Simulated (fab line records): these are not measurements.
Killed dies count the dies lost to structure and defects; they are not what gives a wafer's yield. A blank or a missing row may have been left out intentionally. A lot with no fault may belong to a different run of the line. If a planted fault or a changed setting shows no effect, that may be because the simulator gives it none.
Which tool was responsible?    flow n5_finfet    12 lots with 36 wafers sampled at 3 steps, on a route of 1938 steps

== WHAT THE GAUGES READ, wafer by wafer ==
N5_BEOL_M5_THK_MEAS_53: measures by xrf.
lot   measured      on             M5_THK (nm)
L074  day 9 13:46   film_metro-01  61.4 60.4 60.9
L077  day 9 19:55   film_metro-02  59.2 63.9 63.6
L079  day 10 04:01  film_metro-01  61.2 61.5 62.6
L082  day 10 10:07  film_metro-02  62.0 64.4 61.1
L083  day 11 03:26  film_metro-01  64.4 64.2 62.0
L084  day 12 00:27  film_metro-02  60.8 65.6 61.5
L087  day 12 08:49  film_metro-02  62.5 61.0 61.7
L088  day 12 11:17  film_metro-02  60.7 62.7 61.5
L090  day 13 01:08  film_metro-02  64.5 60.1 65.0
L093  day 13 07:35  film_metro-01  61.4 61.3 63.0
L095  day 14 13:31  film_metro-01  60.8 61.6 60.3
L096  day 14 21:39  film_metro-02  60.3 61.9 63.0

== TOOL THAT RAN EACH LOT (tool first, then ch and the chambers of the sampled wafers, then the start) ==
lot   N5_BEOL_M5_ANNEAL_82          N5_BEOL_M5_ANNEAL_84
L074  pvd_sputter-03, day 9 08:10   pvd_sputter-03, day 9 09:15
L077  pvd_sputter-03, day 9 15:50   pvd_sputter-03, day 9 16:55
L079  pvd_sputter-03, day 9 23:58   pvd_sputter-03, day 10 01:03
L082  pvd_sputter-01, day 10 06:00  pvd_sputter-01, day 10 07:05
L083  pvd_sputter-03, day 10 23:27  pvd_sputter-03, day 11 00:32
L084  pvd_sputter-01, day 11 20:29  pvd_sputter-01, day 11 21:34
L087  pvd_sputter-03, day 12 04:50  pvd_sputter-03, day 12 05:55
L088  pvd_sputter-02, day 12 07:18  pvd_sputter-02, day 12 08:23
L090  pvd_sputter-02, day 12 21:10  pvd_sputter-02, day 12 22:15
L093  pvd_sputter-02, day 13 03:09  pvd_sputter-02, day 13 04:14
L095  pvd_sputter-01, day 14 09:32  pvd_sputter-01, day 14 10:38
L096  pvd_sputter-02, day 14 17:26  pvd_sputter-02, day 14 18:31
- N5_BEOL_M5_ANNEAL_82: time 1800 s.
- N5_BEOL_M5_ANNEAL_84: time 1800 s.

== THE ANSWER, worked out from the rows above alone ==
Rule: the lots themselves supply what counts as usual. Put in order of their means at a reading, lots are off if they are a third of the lots or fewer, leave a main group of 4 or more, and stand apart from it by a gap of 3 or more times the standard deviation of the main group's means; of several such gaps the widest counts. Not used: any main group whose means are identical at the precision the tables above print for the reading. A lot without any number at a reading at which 4 lots or more have one is off too. All remaining lots with rows at the step are treated as sound.
None of the lots is off at any reading shown; this tells nothing.

== WHAT THE SIMULATOR PUT IN ==
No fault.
